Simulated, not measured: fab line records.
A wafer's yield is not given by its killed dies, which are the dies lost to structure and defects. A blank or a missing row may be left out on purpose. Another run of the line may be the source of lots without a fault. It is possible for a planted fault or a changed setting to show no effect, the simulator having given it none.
Lot-split experiment + flow n5_finfet + 7 lots, 39 wafers read, on a route of 1938 steps

## THE SPLIT ITSELF
At N5_BEOL_M0_SAQP_PECVD_96 (deposits a-Si from SiH4/He, target thk 45 nm, time 45.2 s), the setting time_s was moved away from the recipe's 45.2 s on 12 of the 39 wafers read, by +46.8% to +55.8%. All remaining wafers had this setting at the recipe value.

## FROM THE SPLIT TO THE READING: what the file shows between them, 4 steps
- N5_BEOL_M0_SAQP_PECVD_97: deposits SiNx from SiH4/NH3/N2, target thk 23 nm, time 19.9 s
- N5_BEOL_M0_SAQP_PECVD_04: deposits a-Si from SiH4/He, target thk 60 nm, time 60.2 s
- N5_BEOL_M0_SAQP_ETCH_101: etches SiNx in CH3F/O2, target depth 29.9 nm, time 42.7 s
- N5_BEOL_M0_SAQP_ETCH_102: etches SiO2 in CF4, target depth 4 nm, time 4.4 s

## THE READING
oes_product_au, in a.u., at N5_BEOL_M0_SAQP_MANDREL_ETCH_103 (etches a-Si in HBr/Cl2, stops on SiCN, target depth 45 nm, bt time 10 s, time 27 s). Fault-free wafers of this fab line usually give 0.684 a.u., standard deviation 0.011 a.u.

| wafer  | tool, chamber at the split | time_s as run, s | against the recipe | oes_product_au, a.u. | against lot-mates on the recipe |
|--------|----------------------------|------------------|--------------------|----------------------|---------------------------------|
| L075.1 | pecvd-02, 2                | 45.2             | recipe             | 0.676                | -                               |
| L075.2 | pecvd-02, 1                | 67               | +48.2%             | 0.875                | +0.191                          |
| L075.3 | pecvd-02, 1                | 45.2             | recipe             | 0.701                | -                               |
| L075.4 | pecvd-02, 2                | 67               | +48.2%             | 0.878                | +0.194                          |
| L075.5 | pecvd-02, 2                | 45.2             | recipe             | 0.674                | -                               |
| L075.6 | pecvd-02, 1                | 67               | +48.2%             | 0.876                | +0.192                          |
| L077.1 | pecvd-04, 2                | 66.35            | +46.8%             | 0.858                | +0.165                          |
| L077.2 | pecvd-04, 1                | 45.2             | recipe             | 0.689                | -                               |
| L077.3 | pecvd-04, 0                | 45.2             | recipe             | 0.691                | -                               |
| L077.4 | pecvd-04, 2                | 66.35            | +46.8%             | 0.870                | +0.177                          |
| L077.5 | pecvd-04, 0                | 45.2             | recipe             | 0.700                | -                               |
| L077.6 | pecvd-04, 1                | 66.35            | +46.8%             | 0.857                | +0.164                          |
| L078.1 | pecvd-04, 1                | 45.2             | recipe             | 0.668                | -                               |
| L078.2 | pecvd-04, 0                | 45.2             | recipe             | 0.691                | -                               |
| L078.3 | pecvd-04, 2                | 45.2             | recipe             | 0.663                | -                               |
| L078.4 | pecvd-04, 0                | 45.2             | recipe             | 0.700                | -                               |
| L078.5 | pecvd-04, 1                | 45.2             | recipe             | 0.677                | -                               |
| L078.6 | pecvd-04, 2                | 45.2             | recipe             | 0.683                | -                               |
| L082.1 | pecvd-02, 0,2              | 67.29            | +48.9%             | 0.874                | +0.186                          |
| L082.2 | pecvd-02, 1                | 45.2             | recipe             | 0.670                | -                               |
| L082.3 | pecvd-02, 0,2              | 67.29            | +48.9%             | 0.886                | +0.198                          |
| L082.4 | pecvd-02, 0                | 45.2             | recipe             | 0.685                | -                               |
| L082.5 | pecvd-02, 2                | 67.29            | +48.9%             | 0.867                | +0.179                          |
| L082.6 | pecvd-02, 1                | 45.2             | recipe             | 0.710                | -                               |
| L083.1 | pecvd-04, 1                | 70.41            | +55.8%             | 0.884                | +0.200                          |
| L083.2 | pecvd-04, 2                | 45.2             | recipe             | 0.675                | -                               |
| L083.3 | pecvd-04, 0,1              | 45.2             | recipe             | 0.684                | -                               |
| L083.4 | pecvd-04, 0,1              | 45.2             | recipe             | 0.692                | -                               |
| L083.5 | pecvd-04, 2                | 70.41            | +55.8%             | 0.910                | +0.226                          |
| L083.6 | pecvd-04, 0                | 70.41            | +55.8%             | 0.898                | +0.214                          |
| L085.1 | pecvd-02, 1,2              | 45.2             | recipe             | 0.703                | -                               |
| L085.2 | pecvd-02, 2                | 45.2             | recipe             | 0.693                | -                               |
| L085.3 | pecvd-02, 0                | 45.2             | recipe             | 0.677                | -                               |
| L085.4 | pecvd-02, 0                | 45.2             | recipe             | 0.671                | -                               |
| L085.5 | pecvd-02, 1                | 45.2             | recipe             | 0.690                | -                               |
| L085.6 | pecvd-02, 1,2              | 45.2             | recipe             | 0.681                | -                               |
| L091.2 | pecvd-02, 0                | 45.2             | recipe             | 0.682                | -                               |
| L091.5 | pecvd-02, 2                | 45.2             | recipe             | 0.695                | -                               |
| L091.6 | pecvd-02, 1                | 45.2             | recipe             | 0.690                | -                               |
The file does not say which wafer passed through which chamber wherever a row lists several chambers: such a row stands for several wafers.

FIT RESULTS
A straight line over all 39 wafers: oes_product_au changes by +0.00385 a.u. for each +1% of time_s; r = +0.99; the points scatter about the line by 0.011 a.u.
The same after taking each lot's own level away (the mean of its wafers on the recipe; 39 wafers): +0.00382 a.u. for each +1%; r = +0.99; scatter 0.011 a.u.
Per that fit: largest time_s move, reading shift of 0.21 a.u.
Across the lots, their own levels run from 0.6803 to 0.6933 a.u., a range of 1.2 times the standard deviation given above.
So the lot-to-lot level changes the slope little: the two slopes agree.
Check: with one of the wafers moved furthest among these (+55.8%) left out of the fit, the line predicts +0.214 a.u. for it against its lot-mates. Against them it came out at +0.2 a.u.

## OTHER SPLITS ON THESE WAFERS
Other splits were also applied to these wafers ahead of the reading. Each is held against what the fit with the lots' levels taken away leaves over:
| other split on the same wafers | wafers away from the commonest value | r with oes_product_au (lot level and that fit taken away) |
|--------------------------------|--------------------------------------|-----------------------------------------------------------|
| N5_FIN_SAQP_ALD_61 ald_cycles  | 18                                   | -0.08                                                     |
| N5_ILD0_ALD_15 ald_cycles      | 15                                   | +0.22                                                     |
| N5_GATE_CUT_ALD_22 ald_cycles  | 18                                   | -0.10                                                     |

## THE WHOLE CHAIN: every reading that the file lists as answering this split, in the file's order
| step                             | what it does                                                                       | reading                                                                               | change (the file's fit)                   | r (the file's) |
|----------------------------------|------------------------------------------------------------------------------------|---------------------------------------------------------------------------------------|-------------------------------------------|----------------|
| N5_BEOL_M0_SAQP_PECVD_96         | deposits a-Si from SiH4/He, target thk 45 nm, time 45.2 s                          | a-Si_of_BEOL_M0_SAQP_PECVD_96.thk_nm (the simulator's own value, which no gauge read) | +0.456 nm for each +1% of the setting     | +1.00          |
| N5_BEOL_M0_SAQP_MANDREL_ETCH_103 | etches a-Si in HBr/Cl2, stops on SiCN, target depth 45 nm, bt time 10 s, time 27 s | oes_product_au                                                                        | +0.00382 a.u. for each +1% of the setting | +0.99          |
| N5_BEOL_M0_SAQP_MANDREL_ETCH_103 | etches a-Si in HBr/Cl2, stops on SiCN, target depth 45 nm, bt time 10 s, time 27 s | etch.depth_nm (the simulator's own value, which no gauge read)                        | +0.456 nm for each +1% of the setting     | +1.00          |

## THE FILE'S OWN FIT
oes_product_au changes by +0.00382 a.u. for each +1% of time_s, r = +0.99.
